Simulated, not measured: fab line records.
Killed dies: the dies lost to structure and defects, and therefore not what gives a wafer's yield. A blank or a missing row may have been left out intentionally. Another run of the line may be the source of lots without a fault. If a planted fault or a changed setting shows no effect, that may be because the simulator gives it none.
fab line records -- flow nandHarc
record: lots: 6, wafers: 18, lastDay: 24
route steps=1159 shown A_ONON_D1@434 END@1159
lots that met no fault: from a run of the same line without faults
startH: the number of hours between the record's first day and the start of the first shown wafer of the lot -- waitH: hours elapsed since this lot's preceding step -- " repeats the value in the row above -- L1.1+2: a single row standing in for several wafers -- - no value present, or no start provided -- * or withheld: withheld -- < > ~ a bound
route shown NAME@n: NAME is a module with steps in the file, n the number in the route of the first one -- usual: mean and standard deviation over wafers with no fault -- same: alike in all rows -- chamber/n: place in a boat -- sites: per-site readings -- _std_site: how widely they spread, as a standard deviation -- _edge_site: the outer-site mean with the inner-site mean subtracted -- radiusMm: how far each site lies from the wafer's centre -- mask NAME#n: copy n -- behind: the most recent tool/chamber to have shaped the wafer -- hold: the reason the lot was held/the length of the hold in hours/how it ended -- device: names the non-switching transistor (n, p or np) -- end of line: at the end of the route, the tests of the same wafers -- where a step has no rows: the recipe by itself -- killed: dies that structure and defects cost at the first sort, which is not the same as the wafer's yield -- map: a wafer's dies, x killed, . not, _ none there
set.NAME: setting as actually run; set.NAME@STEP: the setting as run at that earlier step -- model.NAME: the simulator's own value behind a step, which no gauge read
a table for each step, a row for each wafer; lots at some steps of the route
services: the hour from which a tool's chamber was out of use, counted from the record's first day as startH (under 0 if before that day), plus the number of hours and why
== steps ==
step: NHARC_A_ONON_D1_ANNEAL_15
recipe: tempC: 750, timeS: 3600
step: NHARC_A_ONON_D1_DEP_16
recipe: targetThkA: 10000, n2FlowSccm: 2750, n2oFlowSccm: 2000, nh3FlowSccm: 500, sih4FlowSccm: 210, tempC: 400
step: NHARC_A_ONON_D1_THK_MEAS_18
recipe: thkMeasGauge: ellipsometry
usual: thkNm: 1001/12
lot.wafer,tool,chamber,startH,waitH,thkNm
L623.2,filmMetro-02,-,175.22,-,995
L623.3,filmMetro-02,-,175.22,-,994
L623.5,filmMetro-02,-,175.22,-,995
L627.1,filmMetro-02,-,187.83,-,1011
L627.3,filmMetro-02,-,187.83,-,1012
L627.6,filmMetro-02,-,187.83,-,1013
L630.1,filmMetro-02,-,203.45,-,1001
L630.4,filmMetro-02,-,203.45,-,1001
L630.6,filmMetro-02,-,203.45,-,1001
L641.1,filmMetro-02,-,277.54,-,1000
L641.2,filmMetro-02,-,277.54,-,1000
L641.6,filmMetro-02,-,277.54,-,1001
L643.2,filmMetro-02,-,287.80,-,1008
L643.3,filmMetro-02,-,287.80,-,1008
L643.5,filmMetro-02,-,287.80,-,1008
L646.3,filmMetro-02,-,306.71,-,987
L646.5,filmMetro-02,-,306.71,-,990
L646.6,filmMetro-02,-,306.71,-,988
step: NHARC_A_ONON_D1_DEP_19
recipe: targetThkA: 10000, n2FlowSccm: 2750, n2oFlowSccm: 2000, nh3FlowSccm: 500, sih4FlowSccm: 210, tempC: 400
step: NHARC_A_ONON_D1_THK_MEAS_21
recipe: thkMeasGauge: ellipsometry
usual: thkNm: 1000/7.6
lot.wafer,tool,chamber,startH,waitH,thkNm
L623.2,filmMetro-01,-,175.79,-,991
L623.3,filmMetro-01,-,175.79,-,990
L623.5,filmMetro-01,-,175.79,-,991
L627.1,filmMetro-01,-,188.40,-,997
L627.3,filmMetro-01,-,188.40,-,999
L627.6,filmMetro-01,-,188.40,-,997
L630.1,filmMetro-01,-,204.01,-,1009
L630.4,filmMetro-01,-,204.01,-,1011
L630.6,filmMetro-01,-,204.01,-,1013
L641.1,filmMetro-01,-,278.09,-,998
L641.2,filmMetro-01,-,278.09,-,998
L641.6,filmMetro-01,-,278.09,-,999
L643.2,filmMetro-01,-,288.37,-,1009
L643.3,filmMetro-01,-,288.37,-,1008
L643.5,filmMetro-01,-,288.37,-,1009
L646.3,filmMetro-02,-,307.27,-,989
L646.5,filmMetro-02,-,307.27,-,989
L646.6,filmMetro-02,-,307.27,-,990
step: NHARC_A_ONON_D1_DEP_22
recipe: targetThkA: 10000, n2FlowSccm: 2750, n2oFlowSccm: 2000, nh3FlowSccm: 500, sih4FlowSccm: 210, tempC: 400
step: NHARC_A_ONON_D1_THK_MEAS_24
recipe: thkMeasGauge: ellipsometry
usual: thkNm: 998/10
lot.wafer,tool,chamber,startH,waitH,thkNm
L623.2,filmMetro-02,-,176.39,-,1012
L623.3,filmMetro-02,-,176.39,-,1013
L623.5,filmMetro-02,-,176.39,-,1013
L627.1,filmMetro-01,-,188.97,-,995
L627.3,filmMetro-01,-,188.97,-,996
L627.6,filmMetro-01,-,188.97,-,992
L630.1,filmMetro-01,-,204.57,-,982
L630.4,filmMetro-01,-,204.57,-,985
L630.6,filmMetro-01,-,204.57,-,981
L641.1,filmMetro-01,-,278.66,-,1006
L641.2,filmMetro-01,-,278.66,-,1006
L641.6,filmMetro-01,-,278.66,-,1006
L643.2,filmMetro-02,-,288.94,-,1000
L643.3,filmMetro-02,-,288.94,-,1001
L643.5,filmMetro-02,-,288.94,-,1001
L646.3,filmMetro-02,-,307.87,-,998
L646.5,filmMetro-02,-,307.87,-,997
L646.6,filmMetro-02,-,307.87,-,996
step: NHARC_A_ONON_D1_DEP_25
recipe: targetThkA: 10000, n2FlowSccm: 2750, n2oFlowSccm: 2000, nh3FlowSccm: 500, sih4FlowSccm: 210, tempC: 400
step: NHARC_A_ONON_D1_THK_MEAS_27
recipe: thkMeasGauge: ellipsometry
usual: thkNm: 998/9.7
lot.wafer,tool,chamber,startH,waitH,thkNm
L623.2,filmMetro-02,-,176.95,-,1003
L623.3,filmMetro-02,-,176.95,-,1004
L623.5,filmMetro-02,-,176.95,-,1005
L627.1,filmMetro-02,-,189.54,-,996
L627.3,filmMetro-02,-,189.54,-,993
L627.6,filmMetro-02,-,189.54,-,996
L630.1,filmMetro-02,-,205.14,-,1018
L630.4,filmMetro-02,-,205.14,-,1018
L630.6,filmMetro-02,-,205.14,-,1017
L641.1,filmMetro-02,-,279.23,-,1000
L641.2,filmMetro-02,-,279.23,-,1000
L641.6,filmMetro-02,-,279.23,-,1000
L643.2,filmMetro-02,-,289.50,-,996
L643.3,filmMetro-02,-,289.50,-,995
L643.5,filmMetro-02,-,289.50,-,994
L646.3,filmMetro-02,-,308.44,-,992
L646.5,filmMetro-02,-,308.44,-,992
L646.6,filmMetro-02,-,308.44,-,991
step: NHARC_A_ONON_D1_DEP_28
recipe: targetThkA: 10000, n2FlowSccm: 2750, n2oFlowSccm: 2000, nh3FlowSccm: 500, sih4FlowSccm: 210, tempC: 400
step: NHARC_A_ONON_D1_THK_MEAS_30
recipe: thkMeasGauge: ellipsometry
usual: thkNm: 1003/8.2
lot.wafer,tool,chamber,startH,waitH,thkNm
L623.2,filmMetro-02,-,177.52,-,1000
L623.3,filmMetro-02,-,177.52,-,999
L623.5,filmMetro-02,-,177.52,-,1001
L627.1,filmMetro-02,-,190.11,-,991
L627.3,filmMetro-02,-,190.11,-,992
L627.6,filmMetro-02,-,190.11,-,992
L630.1,filmMetro-02,-,205.85,-,998
L630.4,filmMetro-02,-,205.85,-,995
L630.6,filmMetro-02,-,205.85,-,996
L641.1,filmMetro-02,-,279.80,-,1010
L641.2,filmMetro-02,-,279.80,-,1012
L641.6,filmMetro-02,-,279.80,-,1012
L643.2,filmMetro-02,-,290.07,-,1014
L643.3,filmMetro-02,-,290.07,-,1015
L643.5,filmMetro-02,-,290.07,-,1015
L646.3,filmMetro-02,-,309.01,-,1005
L646.5,filmMetro-02,-,309.01,-,1006
L646.6,filmMetro-02,-,309.01,-,1007
step: NHARC_A_ONON_D1_DEP_33
recipe: targetThkA: 2000, tempC: 400, pressureTorr: 6.5, rfW: 900, teosFlowSccm: 161.4, flowSccm: 2650, targetThkNm: 200, gas: O2, material: SiO2
usual: heaterPowerOuterW: 313/61, heaterPowerW: 581/100, rfFwdPowerW: 897/3.1, susceptorTempC: 400.02/0.22, throttleValvePct: 15.9/0.43
lot.wafer,tool,chamber,startH,waitH,heaterPowerOuterW,heaterPowerW,rfFwdPowerW,susceptorTempC,throttleValvePct
L623.2,pecvd-01,1,177.62,0.1,193,384,900,400.03,16.3
L623.3,pecvd-01,2,177.62,0.1,353,700,897,400.16,16.0
L623.5,pecvd-01,2,177.62,0.1,363,687,891,400.10,15.9
L627.1,pecvd-01,2,190.17,0.1,316,619,893,400.16,16.0
L627.3,pecvd-01,0,190.17,0.1,336,622,894,399.54,15.4
L627.6,pecvd-01,0,190.17,0.1,342,637,894,400.25,15.5
L630.1,pecvd-01,1,205.91,0.1,249,467,900,399.63,16.4
L630.6,pecvd-01,1,205.91,0.1,264,468,901,399.85,16.2
L630.4,pecvd-01,2,205.91,0.1,299,610,892,400.07,15.9
L641.1,pecvd-01,2,279.90,0.1,356,700,897,399.82,15.9
L641.2,pecvd-01,0,279.90,0.1,270,562,1008,400.41,15.4
L641.6,pecvd-01,0,279.90,0.1,273,575,1008,400.12,15.4
L643.2,pecvd-01,1,290.13,0.1,230,433,903,400.17,15.5
L643.3,pecvd-01,0,290.13,0.1,347,636,1004,400.11,15.6
L643.5,pecvd-01,2,290.13,0.1,269,608,899,400.48,15.7
L646.3,pecvd-03,0,309.11,0.1,294,466,899,400.62,16.8
L646.6,pecvd-03,0,309.11,0.1,293,482,897,400.03,16.6
L646.5,pecvd-03,1,309.11,0.1,378,622,899,399.92,15.9
step: NHARC_A_ONON_D1_THK_MEAS_34
recipe: thkMeasGauge: ellipsometry
usual: thkNm: 200.6/2.5
lot.wafer,tool,chamber,startH,waitH,thkNm
L623.2,filmMetro-01,-,177.99,-,200.7
L623.3,filmMetro-01,-,177.99,-,198.3
L623.5,filmMetro-01,-,177.99,-,201.0
L627.1,filmMetro-01,-,190.58,-,200.9
L627.3,filmMetro-01,-,190.58,-,198.3
L627.6,filmMetro-01,-,190.58,-,203.5
L630.1,filmMetro-01,-,206.32,-,200.4
L630.4,filmMetro-01,-,206.32,-,202.2
L630.6,filmMetro-01,-,206.32,-,202.3
L641.1,filmMetro-01,-,280.27,-,196.9
L641.2,filmMetro-01,-,280.27,-,206.6
L641.6,filmMetro-01,-,280.27,-,207.4
L643.2,filmMetro-02,-,290.54,-,200.7
L643.3,filmMetro-02,-,290.54,-,205.0
L643.5,filmMetro-02,-,290.54,-,202.7
L646.3,filmMetro-02,-,309.48,-,196.9
L646.5,filmMetro-02,-,309.48,-,203.2
L646.6,filmMetro-02,-,309.48,-,198.0
step: NHARC_END_SORT_01
recipe: tempC: 25
usual: killedAtArray: 29/11, killedAtOther: 0.7/1.1, killedAtPeriphery: 2.9/2.2, killedDies: 33/11, killedOpen: 3.1/1.8, killedShort: 1.9/1.4
same: grossDies: 677
lot.wafer,tool,chamber,startH,waitH,killedAtArray,killedAtOther,killedAtPeriphery,killedDies,killedOpen,killedShort
L623.2,prober-02,0,449.36,2.8,38,0,6,44,6,4
L623.3,prober-02,0,450.17,3.1,31,1,2,34,4,2
L623.5,prober-02,0,451.79,3.8,30,0,4,34,4,3
L630.1,prober-02,0,489.16,2.5,11,0,3,14,2,5
L630.4,prober-02,0,491.55,3.4,14,0,6,20,2,1
L630.6,prober-02,0,493.14,4.0,17,0,6,23,2,3
L641.1,prober-01,0,541.89,2.5,31,1,6,38,3,1
L641.2,prober-01,0,542.68,2.8,23,0,4,27,2,4
L641.6,prober-01,0,545.88,4.0,35,0,4,39,5,2
killed by level:class
L623.2 A_CHANNEL_HOLE_D1:chamberFilmFlake=11 A_SLIT:chamberFilmFlake=10 A_STAIRCASE:chamberFilmFlake=5 P_GATE:chamberFilmFlake=3 A_CONTACT:chamberFilmFlake=3 P_M0:geometricParticle:short=2 A_SGD_CUT:chamberFilmFlake=2 P_M0:geometricParticle:open=1
L623.3 A_CHANNEL_HOLE_D1:chamberFilmFlake=14 A_SLIT:chamberFilmFlake=7 A_WL_FILL:geometricParticle:short=2 A_M0:geometricParticle:open=2 A_STAIRCASE:chamberFilmFlake=2 A_ONON_D1:geometricParticle:open=1 A_BLC:geometricParticle:open=1 P_CONTACT:chamberFilmFlake=1
L623.5 A_SLIT:chamberFilmFlake=14 A_CHANNEL_HOLE_D1:chamberFilmFlake=8 A_STAIRCASE:chamberFilmFlake=2 P_CONTACT:geometricParticle:short=1 P_M0:geometricParticle:open=1 P_BONDPAD:geometricParticle:open=1 A_ONON_D1:geometricParticle:short=1 A_CONTACT:geometricParticle:open=1
L630.1 A_CONTACT:chamberFilmFlake=3 A_CHANNEL_FILL_D1:geometricParticle:short=2 P_GATE:geometricParticle:short=1 P_CONTACT:geometricParticle:open=1 A_ONON_D1:geometricParticle:open=1 A_ONON_D1:geometricParticle:short=1 A_WL_FILL:geometricParticle:short=1 P_M1:chamberFilmFlake=1
L630.4 P_M1:chamberFilmFlake=5 A_CONTACT:chamberFilmFlake=4 A_CONTACT:geometricParticle:open=2 A_WL_FILL:chamberFilmFlake=2 A_CHANNEL_HOLE_D1:chamberFilmFlake=2 A_CONTACT:geometricParticle:short=1 P_ZERO_WELL:chamberFilmFlake=1 A_ZERO_WELL:chamberFilmFlake=1
L630.6 A_CONTACT:chamberFilmFlake=8 P_M1:chamberFilmFlake=3 A_CONTACT:geometricParticle:open=2 A_CHANNEL_HOLE_D1:chamberFilmFlake=2 A_STAIRCASE:chamberFilmFlake=2 P_M1:geometricParticle:short=1 A_ONON_D1:geometricParticle:short=1 A_CHANNEL_FILL_D1:geometricParticle:short=1
L641.1 A_SLIT:chamberFilmFlake=11 A_CONTACT:chamberFilmFlake=7 A_CHANNEL_HOLE_D1:chamberFilmFlake=5 A_STAIRCASE:chamberFilmFlake=3 P_STI:chamberFilmFlake=2 P_GATE:chamberFilmFlake=2 A_CHANNEL_FILL_D1:chamberFilmFlake=2 P_GATE:geometricParticle:open=1
L641.2 A_SLIT:chamberFilmFlake=9 P_GATE:chamberFilmFlake=4 A_CONTACT:chamberFilmFlake=4 A_STAIRCASE:chamberFilmFlake=3 A_WL_FILL:geometricParticle:short=2 A_CHANNEL_FILL_D1:geometricParticle:short=1 A_SGD_CUT:geometricParticle:short=1 A_CONTACT:geometricParticle:open=1
L641.6 A_SLIT:chamberFilmFlake=17 A_STAIRCASE:chamberFilmFlake=6 A_CHANNEL_HOLE_D1:chamberFilmFlake=3 A_CONTACT:chamberFilmFlake=3 P_GATE:geometricParticle:open=1 P_M0:geometricParticle:open=1 A_ONON_D1:geometricParticle:short=1 A_CHANNEL_FILL_D1:geometricParticle:open=1
== services ==
tool,chamber,startH,hours,kind
pecvd-01,-,237.00,13.0,pm
pecvd-01,0,237.00,13.0,ventCycle
pecvd-01,1,237.00,13.0,ventCycle
pecvd-01,2,237.00,13.0,ventCycle
pecvd-01,0,250.00,-,clean
pecvd-01,1,250.00,-,clean
pecvd-01,2,250.00,-,clean
pecvd-03,2,269.38,10.5,repair
pecvd-01,-,283.34,0.5,repair
pecvd-03,-,292.29,13.0,pm
pecvd-03,0,292.29,13.0,ventCycle
pecvd-03,1,292.29,13.0,ventCycle
pecvd-03,2,292.29,13.0,ventCycle
pecvd-01,2,297.72,-,calibration
pecvd-03,0,305.29,-,clean
pecvd-03,1,305.29,-,clean
pecvd-03,2,305.29,-,clean
== key ==
firstSign: step: NHARC_A_ONON_D1_DEP_33, reading: rfFwdPowerW, direction: up, sigmas: 36, usual: *, struck: *
effect: step: NHARC_A_ONON_D1_THK_MEAS_34, reading: thkNm, direction: up, sigmas: 2.3, usual: 200.6, struck: 206.3
metAt NHARC_A_ONON_D1_DEP_33
struckWafers L641.2,L641.6,L643.3
testerLeftOut L641,L643
onsetBetween 190.17 279.90
fault: kind: processParameterDrift, tool: pecvd-01, chamber: 0, onsetH: 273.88, steps: NHARC_A_ONON_D1_DEP_33, channel: rfW, offset: *, shape: step, endH: 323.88, actsIn: *, stated: *
testerLeftOut: of these lots the tester's yield and bins aren't shown, on N5 and GAA mostly nor the transistor test; their killed dies are dies lost to structure and defects alone, not to doping, threshold or leakage, so they don't give the yield
